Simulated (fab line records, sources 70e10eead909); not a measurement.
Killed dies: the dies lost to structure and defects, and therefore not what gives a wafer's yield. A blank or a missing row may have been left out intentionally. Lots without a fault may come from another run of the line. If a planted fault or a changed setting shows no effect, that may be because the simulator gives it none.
A sampling plan put to the test	flow nand-harc	37 faults told of in these records, all on one fab line, each judged by the records of the lots it struck
The plan consists of the line's own looks: route steps at which the wafer is read by a gauge or an inspection but not changed. A look is open to judgement when struck wafers have a number at it and the file gives its usual mean and standard deviation on fault-free wafers. Caught: 4 or more of those standard deviations (sigma) separate the usual mean from the mean of the struck wafers at a look after the fault's first step. On the tool: the fault's steps, tested the same way using the tool's own readings. Another recipe on the struck wafers, or a record that is blank for them alone, also counts as caught.

## THE FAULTS, as the simulator had put them in
1. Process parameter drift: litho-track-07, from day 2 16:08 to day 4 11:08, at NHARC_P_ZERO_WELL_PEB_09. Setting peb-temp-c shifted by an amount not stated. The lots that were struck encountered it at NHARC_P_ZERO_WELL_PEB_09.
2. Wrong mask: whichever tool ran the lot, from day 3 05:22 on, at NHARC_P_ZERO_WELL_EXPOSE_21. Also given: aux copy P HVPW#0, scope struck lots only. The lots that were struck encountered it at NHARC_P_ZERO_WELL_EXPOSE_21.
3. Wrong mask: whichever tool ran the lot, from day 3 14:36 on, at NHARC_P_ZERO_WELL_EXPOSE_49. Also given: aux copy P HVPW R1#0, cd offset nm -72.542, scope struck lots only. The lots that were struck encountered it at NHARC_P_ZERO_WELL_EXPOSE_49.
4. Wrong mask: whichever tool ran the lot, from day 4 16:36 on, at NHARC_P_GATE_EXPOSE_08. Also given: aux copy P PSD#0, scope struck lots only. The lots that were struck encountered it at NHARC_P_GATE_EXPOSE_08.
5. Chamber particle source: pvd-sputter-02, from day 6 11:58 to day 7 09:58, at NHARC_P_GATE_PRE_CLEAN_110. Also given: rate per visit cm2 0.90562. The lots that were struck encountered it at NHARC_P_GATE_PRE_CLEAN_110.
6. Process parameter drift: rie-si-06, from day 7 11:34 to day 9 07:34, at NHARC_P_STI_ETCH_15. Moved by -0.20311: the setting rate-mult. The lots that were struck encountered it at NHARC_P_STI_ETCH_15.
7. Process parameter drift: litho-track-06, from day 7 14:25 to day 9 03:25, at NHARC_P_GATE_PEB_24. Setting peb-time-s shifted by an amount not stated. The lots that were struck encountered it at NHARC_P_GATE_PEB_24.
8. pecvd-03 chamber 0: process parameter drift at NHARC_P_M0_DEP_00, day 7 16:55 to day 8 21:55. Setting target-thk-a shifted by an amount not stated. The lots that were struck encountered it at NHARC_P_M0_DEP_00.
9. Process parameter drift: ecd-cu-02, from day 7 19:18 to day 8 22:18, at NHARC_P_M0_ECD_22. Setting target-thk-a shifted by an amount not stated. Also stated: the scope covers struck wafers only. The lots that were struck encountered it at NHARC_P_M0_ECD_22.
10. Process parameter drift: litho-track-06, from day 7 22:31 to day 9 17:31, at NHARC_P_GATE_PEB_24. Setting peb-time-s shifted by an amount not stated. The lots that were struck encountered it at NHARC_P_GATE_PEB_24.
11. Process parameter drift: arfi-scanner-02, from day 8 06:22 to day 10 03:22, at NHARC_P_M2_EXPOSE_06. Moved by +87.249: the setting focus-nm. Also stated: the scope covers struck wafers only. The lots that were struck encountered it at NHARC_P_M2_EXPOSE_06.
12. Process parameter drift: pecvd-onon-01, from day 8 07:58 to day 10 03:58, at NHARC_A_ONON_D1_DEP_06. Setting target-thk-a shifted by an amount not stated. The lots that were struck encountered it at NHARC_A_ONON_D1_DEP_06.
13. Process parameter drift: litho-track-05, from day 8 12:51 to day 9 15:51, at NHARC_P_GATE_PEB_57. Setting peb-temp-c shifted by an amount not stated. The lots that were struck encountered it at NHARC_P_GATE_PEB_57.
14. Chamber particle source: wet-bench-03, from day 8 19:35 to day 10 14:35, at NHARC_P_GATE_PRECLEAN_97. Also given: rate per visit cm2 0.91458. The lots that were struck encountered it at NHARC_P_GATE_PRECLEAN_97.
15. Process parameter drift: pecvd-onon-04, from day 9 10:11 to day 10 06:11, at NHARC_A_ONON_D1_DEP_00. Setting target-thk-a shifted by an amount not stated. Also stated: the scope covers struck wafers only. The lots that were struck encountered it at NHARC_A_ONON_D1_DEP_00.
16. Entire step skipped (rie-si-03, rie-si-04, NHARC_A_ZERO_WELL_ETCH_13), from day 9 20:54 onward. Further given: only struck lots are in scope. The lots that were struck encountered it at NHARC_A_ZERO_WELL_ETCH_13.
17. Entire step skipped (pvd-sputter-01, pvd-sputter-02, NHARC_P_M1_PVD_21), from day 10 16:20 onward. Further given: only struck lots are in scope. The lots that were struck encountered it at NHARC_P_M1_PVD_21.
18. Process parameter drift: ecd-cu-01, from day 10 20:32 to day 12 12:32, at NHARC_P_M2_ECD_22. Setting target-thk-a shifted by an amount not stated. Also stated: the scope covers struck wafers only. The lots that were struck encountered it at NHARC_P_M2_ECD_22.
19. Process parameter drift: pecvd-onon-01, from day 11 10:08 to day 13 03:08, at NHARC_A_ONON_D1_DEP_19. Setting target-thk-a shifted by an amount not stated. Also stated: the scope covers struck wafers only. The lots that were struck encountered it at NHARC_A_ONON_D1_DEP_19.
20. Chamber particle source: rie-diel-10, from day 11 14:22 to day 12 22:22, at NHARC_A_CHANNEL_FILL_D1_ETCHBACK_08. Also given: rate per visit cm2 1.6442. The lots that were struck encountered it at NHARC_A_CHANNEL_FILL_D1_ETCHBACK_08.
21. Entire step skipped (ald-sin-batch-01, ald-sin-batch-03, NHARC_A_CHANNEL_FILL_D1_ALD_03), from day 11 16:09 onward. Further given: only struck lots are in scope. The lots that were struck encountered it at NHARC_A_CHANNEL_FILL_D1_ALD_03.
22. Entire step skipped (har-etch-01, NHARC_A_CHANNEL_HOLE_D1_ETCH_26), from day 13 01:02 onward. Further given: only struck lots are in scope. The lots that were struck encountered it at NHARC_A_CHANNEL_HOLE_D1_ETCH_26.
23. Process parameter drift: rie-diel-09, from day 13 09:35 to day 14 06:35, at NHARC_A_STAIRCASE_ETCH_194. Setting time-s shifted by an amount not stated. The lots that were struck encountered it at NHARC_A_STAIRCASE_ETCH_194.
24. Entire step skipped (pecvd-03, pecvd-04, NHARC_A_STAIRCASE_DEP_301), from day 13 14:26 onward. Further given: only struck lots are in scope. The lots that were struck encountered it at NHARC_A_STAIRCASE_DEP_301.
25. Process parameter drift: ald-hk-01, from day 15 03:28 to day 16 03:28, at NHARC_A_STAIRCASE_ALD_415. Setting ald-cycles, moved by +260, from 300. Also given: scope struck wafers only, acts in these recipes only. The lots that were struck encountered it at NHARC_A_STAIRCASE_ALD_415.
26. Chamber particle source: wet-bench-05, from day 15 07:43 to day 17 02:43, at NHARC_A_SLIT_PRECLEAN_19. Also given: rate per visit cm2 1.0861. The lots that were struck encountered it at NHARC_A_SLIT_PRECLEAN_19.
27. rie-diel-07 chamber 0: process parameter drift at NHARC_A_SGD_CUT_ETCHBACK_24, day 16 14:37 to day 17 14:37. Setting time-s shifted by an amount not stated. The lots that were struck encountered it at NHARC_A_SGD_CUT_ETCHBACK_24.
28. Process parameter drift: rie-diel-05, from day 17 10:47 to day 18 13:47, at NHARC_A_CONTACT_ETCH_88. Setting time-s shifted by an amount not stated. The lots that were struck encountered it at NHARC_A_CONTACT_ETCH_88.
29. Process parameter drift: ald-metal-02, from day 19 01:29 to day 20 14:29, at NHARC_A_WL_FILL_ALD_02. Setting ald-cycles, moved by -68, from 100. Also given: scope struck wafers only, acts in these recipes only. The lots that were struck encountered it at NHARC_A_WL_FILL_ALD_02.
30. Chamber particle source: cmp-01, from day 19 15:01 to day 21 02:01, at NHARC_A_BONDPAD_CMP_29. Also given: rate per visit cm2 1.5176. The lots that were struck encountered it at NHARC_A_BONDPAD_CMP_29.
31. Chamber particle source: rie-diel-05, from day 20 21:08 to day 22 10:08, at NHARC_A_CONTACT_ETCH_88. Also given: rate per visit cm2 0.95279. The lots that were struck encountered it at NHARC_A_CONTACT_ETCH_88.
32. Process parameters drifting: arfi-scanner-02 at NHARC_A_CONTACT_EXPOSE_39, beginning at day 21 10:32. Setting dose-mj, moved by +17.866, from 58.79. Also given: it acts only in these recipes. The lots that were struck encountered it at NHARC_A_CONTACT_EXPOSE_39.
33. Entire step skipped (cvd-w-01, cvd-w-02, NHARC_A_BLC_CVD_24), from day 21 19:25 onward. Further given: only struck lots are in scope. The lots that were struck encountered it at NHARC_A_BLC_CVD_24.
34. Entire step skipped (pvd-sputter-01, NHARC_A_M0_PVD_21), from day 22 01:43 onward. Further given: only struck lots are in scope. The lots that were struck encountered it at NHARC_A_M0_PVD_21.
35. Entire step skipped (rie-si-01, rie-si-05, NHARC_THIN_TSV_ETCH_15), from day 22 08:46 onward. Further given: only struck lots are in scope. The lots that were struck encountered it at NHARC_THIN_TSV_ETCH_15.
36. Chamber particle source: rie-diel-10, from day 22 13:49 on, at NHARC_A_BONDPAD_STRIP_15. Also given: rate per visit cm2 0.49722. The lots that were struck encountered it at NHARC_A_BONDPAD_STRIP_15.
37. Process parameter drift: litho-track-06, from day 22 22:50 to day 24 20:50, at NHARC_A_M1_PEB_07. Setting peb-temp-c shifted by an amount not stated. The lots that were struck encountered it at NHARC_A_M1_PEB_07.

## WHAT THE PLAN SAW
fault	on the tool itself	first look that catches it	reading, sigma	median hours from its first step to that look	hours from the fault's start to the first struck lot there	judged looks passed uncaught
1	plate-temp-C -60 sigma	NHARC_P_ZERO_WELL_CD_MEAS_11	cd-nm -62	0.1	3	0
2	no reading that can be judged	NHARC_END_SORT_01	killed-at-periphery +99 or beyond	418.3	421	0
3	no reading that can be judged	NHARC_P_ZERO_WELL_CD_MEAS_52	cd-nm -55	0.2	3	0
4	under 2 sigma	NHARC_END_SORT_01	killed-at-periphery +99 or beyond	372.6	371	0
5	no reading that can be judged	NHARC_P_GATE_INSPECT_68	raw-defect-count +8.6	0.9	2	0
6	oes-product-au -18 sigma	NHARC_P_STI_OCD_MEAS_17	trench-depth-nm -25	0.2	6	0
7	no reading that can be judged	NHARC_P_GATE_CD_MEAS_26	cd-nm -20	0.1	8	0
8	no reading that can be judged	NHARC_END_SORT_01	killed-at-periphery +99 or beyond	335.2	352	0
9	no reading that can be judged	no look after it can be judged	-	-	-	0
10	heater-power-total-W +99 or beyond sigma	NHARC_P_GATE_CD_MEAS_26	cd-nm +99 or beyond	0.1	0	0
11	under 2 sigma	NHARC_P_M2_CD_MEAS_09	cd-nm +17	0.1	7	0
12	no reading that can be judged	NHARC_A_ONON_D1_THK_MEAS_08	thk-nm +62	0.5	3	0
13	heater-power-total-W -25 sigma	NHARC_P_GATE_CD_MEAS_59	cd-nm -5.7	0.1	0	0
14	under 2 sigma	NHARC_P_GATE_INSPECT_68	raw-defect-count +8.8	7.3	11	0
15	no reading that can be judged	NHARC_END_SORT_01	killed-dies +63	293.5	294	1
16	the tool's record is blank for the struck wafers	NHARC_END_SORT_01	killed-dies +66	313.3	290	0
17	the tool's record is blank for the struck wafers	NHARC_END_SORT_01	killed-at-periphery +99 or beyond	324.1	324	0
18	no reading that can be judged	no look after it can be judged	-	-	-	0
19	under 2 sigma	NHARC_A_ONON_D1_THK_MEAS_21	thk-nm +55	0.4	5	0
20	under 2 sigma	NHARC_END_SORT_01	killed-dies +6.8	217.6	220	1
21	the tool's record is blank for the struck wafers	NHARC_END_SORT_01	killed-dies +66	255.7	257	0
22	the tool's record is blank for the struck wafers	no look after it can be judged	-	-	-	0
23	run-length-s +26 sigma	NHARC_END_SORT_01	killed-dies +63	198.1	205	0
24	the tool's record is blank for the struck wafers	NHARC_END_SORT_01	killed-dies +66	184.8	192	0
25	under 2 sigma	NHARC_END_SORT_01	killed-dies +66	188.0	166	0
26	under 2 sigma	NHARC_A_SIN_REMOVE_INSPECT_04	raw-defect-count +10	7.8	19	0
27	run-length-s -36 sigma	NHARC_END_SORT_01	killed-dies +17	136.0	137	0
28	run-length-s -39 sigma	not the one look that can be judged after it	-	-	-	1
29	under 2 sigma	NHARC_END_SORT_01	killed-dies +66	115.6	132	0
30	under 2 sigma	NHARC_END_SORT_01	sort_bin_2_pct +53	33.2	47	0
31	under 2 sigma	NHARC_END_SORT_01	killed-dies +7.1	81.8	99	0
32	exposure-dose-mJ-cm2 +99 or beyond sigma	NHARC_A_CONTACT_CD_MEAS_42	cd-nm +23	0.1	7	0
33	the tool's record is blank for the struck wafers	NHARC_END_SORT_01	killed-dies +66	45.4	42	0
34	the tool's record is blank for the struck wafers	NHARC_END_SORT_01	sort_bin_2_pct +99 or beyond	48.8	51	0
35	the tool's record is blank for the struck wafers	NHARC_END_SORT_01	killed-at-other +99 or beyond	15.2	14	0
36	under 2 sigma	NHARC_END_SORT_01	sort_bin_3_pct +9.1	38.3	47	0
37	plate-temp-C -51 sigma	NHARC_A_M1_CD_MEAS_09	cd-nm -63	0.1	5	0
Dash: fault not caught, or number not given in these records.

Caught at a look: 33 of 37. Caught on the tool: 17 of 37. By one or the other: 35 of 37.
On the tool alone, faults 22, 28 were caught.
Caught at a look alone: faults 2, 3, 4, 5, 7, 8, 11, 12, 14, 15, 19, 20, 25, 26, 29, 30, 31, 36.
Caught by neither: faults 9, 18.

## THINNER SAMPLING
Were the look that catches a fault to measure just every second or every third lot (counted by lot number), the first struck lot would, at worst, be measured this late:
fault	struck lots at that look, in order of time	every lot	every second lot	every third lot
1	L957, L960	3 h	21 h	may miss all 2
2	L489	421 h	may miss it	may miss it
3	L280	3 h	may miss it	may miss it
4	L298	371 h	may miss it	may miss it
5	L866, L868	2 h	may miss all 2	may miss all 2
6	L471, L472	6 h	15 h	may miss all 2
7	L284, L281, L286	8 h	9 h	may miss all 3
8	L218	352 h	may miss it	may miss it
10	L215, L220	0 h	13 h	may miss all 2
11	L570	7 h	may miss it	may miss it
12	L766, L772	3 h	may miss all 2	may miss all 2
13	L225, L228	0 h	27 h	may miss all 2
14	L910, L916	11 h	may miss all 2	may miss all 2
15	L606, L605, L607	294 h	294 h	311 h
16	L501, L499, L502	290 h	314 h	may miss all 3
17	L855, L856	324 h	332 h	may miss all 2
19	L623, L627	5 h	may miss all 2	may miss all 2
20	L390, L391	220 h	240 h	may miss all 2
21	L233, L232	257 h	270 h	may miss all 2
23	L475, L472	205 h	214 h	may miss all 2
24	L698, L697	192 h	192 h	may miss all 2
25	L159, L160, L162	166 h	189 h	may miss all 3
26	L344, L347	19 h	50 h	may miss all 2
27	L608	137 h	may miss it	may miss it
29	L100, L997, L102	132 h	140 h	may miss all 3
30	L504, L508	47 h	may miss all 2	may miss all 2
31	L944, L945	99 h	100 h	may miss all 2
32	L950, L954	7 h	may miss all 2	may miss all 2
33	L819, L822	42 h	55 h	may miss all 2
34	L480	51 h	may miss it	may miss it
35	L189, L190	14 h	29 h	may miss all 2
36	L456	47 h	may miss it	may miss it
37	L769, L774	5 h	6 h	may miss all 2
Hours are from the fault's start to the first struck lot that is measured. The test against the limit of 4 sigma pooled every struck wafer, which means one lot taken alone may stay below that limit. Other struck lots may not be in these records.

## THE LONGEST TIMED WAY FROM STEP TO LOOK
In fault 2, a median of 418.3 hours elapses between NHARC_P_ZERO_WELL_EXPOSE_21 and NHARC_END_SORT_01. No look between them can be judged.
